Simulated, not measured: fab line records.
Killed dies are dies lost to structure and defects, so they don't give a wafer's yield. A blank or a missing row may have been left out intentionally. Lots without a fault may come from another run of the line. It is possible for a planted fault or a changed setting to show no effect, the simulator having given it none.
Matching of chambers :: flow n5Finfet :: N5_ZERO_LAYER_ETCH_18 on rieSi-01: 4 sister chambers
The step etches Si in HBr/Cl2, target depth 120 nm, time 40 s. 4 wafers are shown with their chamber, then 7 later ones without.

## WAFERS PAIRED WITH THEIR CHAMBERS
wafer: L530.2
chamber: 0
oesProductAu (a.u.): 1.003

wafer: L530.4
chamber: 2
oesProductAu (a.u.): 0.991

wafer: L532.3
chamber: 1
oesProductAu (a.u.): 1.003

wafer: L532.4
chamber: 3
oesProductAu (a.u.): 0.977

## WAFERS MISSING THEIR CHAMBER
wafer: L532.5
oesProductAu (a.u.): 0.980

wafer: L533.2
oesProductAu (a.u.): 0.995

wafer: L533.3
oesProductAu (a.u.): 0.998

wafer: L533.5
oesProductAu (a.u.): 0.988

wafer: L538.4
oesProductAu (a.u.): 1.009

wafer: L538.5
oesProductAu (a.u.): 0.966

wafer: L538.6
oesProductAu (a.u.): 0.994

## THE CHAMBER EACH PASSED THROUGH
wafer: L532.5
from the rows above: can't be placed: 3 or 2
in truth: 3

wafer: L533.2
from the rows above: can't be placed: 2 or 0 or 1
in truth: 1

wafer: L533.3
from the rows above: can't be placed: 0 or 1 or 2
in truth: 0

wafer: L533.5
from the rows above: can't be placed: 2 or 3
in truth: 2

wafer: L538.4
from the rows above: can't be placed: 0 or 1
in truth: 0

wafer: L538.5
from the rows above: 3
in truth: 3

wafer: L538.6
from the rows above: can't be placed: 2 or 0 or 1
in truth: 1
Correct placement for 1 of the 7. Not placeable from these rows: 6 (in 6, the candidates include the true chamber). Wrongly placed: 0.
How it was worked out, from the rows above alone: a wafer's distance from a chamber is the root of the sum, over the readings, of the square of ((its reading less the chamber's mean) divided by the reading's scatter). The wafer belongs to the nearest chamber; if the next one is less than 2 further off, it can't be placed. For every chamber, the mean is computed from those of its wafers that are shown. The scatter: root of mean squared gap, hidden wafer to nearest shown wafer, with one shown wafer a chamber.
